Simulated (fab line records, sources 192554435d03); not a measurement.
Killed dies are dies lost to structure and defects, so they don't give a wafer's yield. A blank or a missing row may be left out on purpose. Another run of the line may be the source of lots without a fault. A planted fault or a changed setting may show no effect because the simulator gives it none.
Split-lot experiment + flow n5 finfet + 21 wafers read across 7 lots, on a route 1938 steps long

== ON THE SPLIT ==
At N5_BEOL_M7_EXPOSE_25 (exposes mask V6, target cd 40 nm), the setting dose mj was moved away from the recipe's 42.5 on 6 of the 21 wafers read, by -7.1% to -2.0%. All remaining wafers had this setting at the recipe value.

== FROM THE SPLIT TO THE READING: what the file shows between them, 2 steps ==
- N5_BEOL_M7_PEB_26: peb time 60 s
- N5_BEOL_M7_DEVELOP_27: develop time 30 s

== THE READING ==
cd nm at N5_BEOL_M7_CD_MEAS_28, given in nm (cd target 40 nm). On this fab line, fault-free wafers typically give 40.01 nm with a standard deviation of 0.22 nm.

| wafer  | tool, chamber at the split | dose mj as run | against the recipe | cd nm, nm | against lot-mates on the recipe |
|--------|----------------------------|----------------|--------------------|-----------|---------------------------------|
| L074.4 | euv scanner-01, 0          | 40.23          | -5.3%              | 38.75     | -1.40                           |
| L074.5 | euv scanner-01, 0          | 42.5           | recipe             | 40.15     | -                               |
| L074.6 | euv scanner-01, 0          | 40.23          | -5.3%              | 38.83     | -1.32                           |
| L075.2 | euv scanner-01, 0          | 42.5           | recipe             | 40.29     | -                               |
| L075.3 | euv scanner-01, 0          | 42.5           | recipe             | 40.20     | -                               |
| L075.6 | euv scanner-01, 0          | 40.82          | -4.0%              | 39.28     | -0.97                           |
| L078.2 | euv scanner-02, 0          | 42.5           | recipe             | 39.73     | -                               |
| L078.4 | euv scanner-02, 0          | 42.5           | recipe             | 40.00     | -                               |
| L078.6 | euv scanner-02, 0          | 42.5           | recipe             | 39.97     | -                               |
| L080.1 | euv scanner-02, 0          | 42.5           | recipe             | 40.24     | -                               |
| L080.4 | euv scanner-02, 0          | 39.47          | -7.1%              | 38.56     | -1.68                           |
| L080.5 | euv scanner-02, 0          | 39.47          | -7.1%              | 38.38     | -1.86                           |
| L084.3 | euv scanner-02, 0          | 42.5           | recipe             | 39.49     | -                               |
| L084.4 | euv scanner-02, 0          | 42.5           | recipe             | 39.75     | -                               |
| L084.5 | euv scanner-02, 0          | 42.5           | recipe             | 39.68     | -                               |
| L088.1 | euv scanner-01, 0          | 41.65          | -2.0%              | 39.42     | -0.87                           |
| L088.3 | euv scanner-01, 0          | 42.5           | recipe             | 40.16     | -                               |
| L088.4 | euv scanner-01, 0          | 42.5           | recipe             | 40.42     | -                               |
| L096.1 | euv scanner-02, 0          | 42.5           | recipe             | 39.91     | -                               |
| L096.2 | euv scanner-02, 0          | 42.5           | recipe             | 40.07     | -                               |
| L096.6 | euv scanner-02, 0          | 42.5           | recipe             | 39.98     | -                               |

FIT RESULTS
A straight line over all 21 wafers: cd nm changes by +0.217 nm for each +1% of dose mj; r = +0.93; the points scatter about the line by 0.23 nm.
The same after taking each lot's own level away (the mean of its wafers on the recipe; 21 wafers): +0.251 nm for each +1%; r = +0.98; scatter 0.12 nm.
Per that fit: largest dose mj move, reading shift of 1.8 nm.
Measured against the standard deviation above, the lots' own levels, which go from 39.640 to 40.290 nm, span 3.0 times it.
So the slope is not independent of the lot-to-lot level: the two fits are not the same.
Check: with one of the wafers moved furthest among these (-7.1%) left out of the fit, the line predicts -1.86 nm for it against its lot-mates. It came out at -1.68 nm against them.

== FURTHER SPLITS ON THESE WAFERS ==
Before the reading, these wafers also passed through other splits. Each is held against what the fit with the lots' levels taken away leaves over:
| other split on the same wafers | wafers away from the commonest value | r with cd nm (lot level and that fit taken away) |
|--------------------------------|--------------------------------------|--------------------------------------------------|
| N5_BEOL_M7_ETCH_61 source w    | 6                                    | -0.06                                            |
| N5_BEOL_M7_COAT_64 spin rpm    | 9                                    | +0.18                                            |

== THE WHOLE CHAIN: every reading that the file lists as answering this split, in the file's order ==
| step                   | what it does                                                     | reading                                                        | change (the file's fit)               | r (the file's) |
|------------------------|------------------------------------------------------------------|----------------------------------------------------------------|---------------------------------------|----------------|
| N5_BEOL_M7_CD_MEAS_28  | target cd 40 nm                                                  | cd nm                                                          | +0.257 nm for each +1% of the setting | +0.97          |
| N5_BEOL_M7_DESCUM_33   | chemistry O2, time 7 s                                           | BEOL_M7.cd nm (the simulator's own value, which no gauge read) | +0.237 nm for each +1% of the setting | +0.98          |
| N5_BEOL_M7_ETCH_72     | etches underlayer in N2/H2, target depth 6.5 nm, time 5.2 s      | BEOL_M7.cd nm (the simulator's own value, which no gauge read) | +0.224 nm for each +1% of the setting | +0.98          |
| N5_BEOL_M7_VIA_ETCH_34 | etches SiCOH lowk in C4F6/O2, target depth 125.5 nm, time 50.5 s | BEOL_M7.cd nm (the simulator's own value, which no gauge read) | +0.228 nm for each +1% of the setting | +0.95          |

== FILE'S OWN FIT ==
cd nm changes by +0.257 nm for each +1% of dose mj, r = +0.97.
